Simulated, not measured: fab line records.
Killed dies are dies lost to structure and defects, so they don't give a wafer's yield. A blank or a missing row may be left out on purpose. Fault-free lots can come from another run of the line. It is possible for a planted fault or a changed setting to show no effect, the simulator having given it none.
Split-lot experiment    flow n5_finfet    21 wafers read from 7 lots, route of 1938 steps

THE SPLIT ITSELF
At N5_MIM_BOT_LITHO_EXPOSE_05 (exposes mask MIM BOT), the setting dose_mj was moved away from the recipe's 24.25 on 8 of the 21 wafers read, by -5.1% to +6.8%. The other wafers ran this setting at the recipe's value.

FROM THE SPLIT TO THE READING: what the file shows between them, 2 steps
- N5_MIM_BOT_LITHO_DEVELOP_07: develop time 60 s (also split here: develop_time_s)
- N5_MIM_BOT_LITHO_HARDBAKE_09: time 120 s

THE READING
At N5_MIM_BOT_LITHO_CD_MEAS_08: cd_nm in nanometres, against a target cd of 3000 nm. Fault-free wafers of this fab line usually give 3000.6 nm, standard deviation 3 nm.

wafer   tool, chamber at the split  dose_mj as run  against the recipe  cd_nm, nm  against lot-mates on the recipe
L074.2  krf_scanner-02, 0           24.99           +3.1%               3009.6     +11.3
L074.4  krf_scanner-02, 0           24.25           recipe              2998.3     -
L074.5  krf_scanner-02, 0           24.99           +3.1%               3005.9     +7.6
L075.3  krf_scanner-01, 0           24.76           +2.1%               3001.2     no lot-mate on the recipe
L075.4  krf_scanner-01, 0           24.76           +2.1%               3002.3     no lot-mate on the recipe
L075.5  krf_scanner-01, 0           24.76           +2.1%               3003.4     no lot-mate on the recipe
L080.2  krf_scanner-01, 0           25.91           +6.8%               3016.6     +15.8
L080.3  krf_scanner-01, 0           24.25           recipe              3002.2     -
L080.4  krf_scanner-01, 0           24.25           recipe              2999.5     -
L084.1  krf_scanner-01, 0           24.25           recipe              2998.6     -
L084.3  krf_scanner-01, 0           24.25           recipe              3001.6     -
L084.5  krf_scanner-01, 0           24.25           recipe              2998.4     -
L086.2  krf_scanner-01, 0           24.25           recipe              2998.2     -
L086.4  krf_scanner-01, 0           24.25           recipe              2999.5     -
L086.6  krf_scanner-01, 0           24.25           recipe              3005.9     -
L091.1  krf_scanner-01, 0           24.25           recipe              2992.5     -
L091.4  krf_scanner-01, 0           24.25           recipe              2997.8     -
L091.6  krf_scanner-01, 0           25.52           +5.2%               3005.8     +10.7
L097.3  krf_scanner-02, 0           24.25           recipe              3006.8     -
L097.4  krf_scanner-02, 0           23.01           -5.1%               2994.7     -12.0
L097.6  krf_scanner-02, 0           24.25           recipe              3006.5     -

THE FIT
A straight line over all 21 wafers: cd_nm changes by +1.67 nm for each +1% of dose_mj; r = +0.74; the points scatter about the line by 3.8 nm.
The same after taking each lot's own level away (the mean of its wafers on the recipe; 18 wafers): +2.36 nm for each +1%; r = +0.94; scatter 2.2 nm.
According to that fit, moving dose_mj by its largest amount changes the reading by 16 nm.
Across the lots, their own levels run from 2995.15 to 3006.65 nm, a range of 3.8 times the standard deviation given above.
So the lot-to-lot level blurs the effect unless lot-mates are compared.
Check: with one of the wafers moved furthest among these (+6.8%) left out of the fit, the line predicts +16.6 nm for it against its lot-mates. Against them it came out at +15.8 nm.

OTHER SPLITS APPLIED TO THESE WAFERS
Note: prior to the reading, these wafers also went through further splits. Each is held against what the fit with the lots' levels taken away leaves over:
other split on the same wafers              wafers away from the commonest value  r with cd_nm (lot level and that fit taken away)
N5_BEOL_M13_ILD_DEP_00 time_s               8                                     +0.04
N5_BEOL_M13_SPUTTER_43 time_s               9                                     +0.09
N5_BEOL_M13_SPUTTER_44 power_w              6                                     -0.11
N5_BEOL_M14_DEP_53 time_s                   12                                    -0.01
N5_BEOL_M15_COAT_04 spin_rpm                10                                    +0.18
N5_PASSIVATION_PECVD_00 time_s              10                                    +0.26
N5_MIM_BOT_SPUTTER_00 power_w               6                                     -0.12
N5_MIM_BOT_LITHO_DEVELOP_07 develop_time_s  4                                     +0.37

THE FILE'S OWN FIT
cd_nm changes by +2.31 nm for each +1% of dose_mj, r = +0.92.
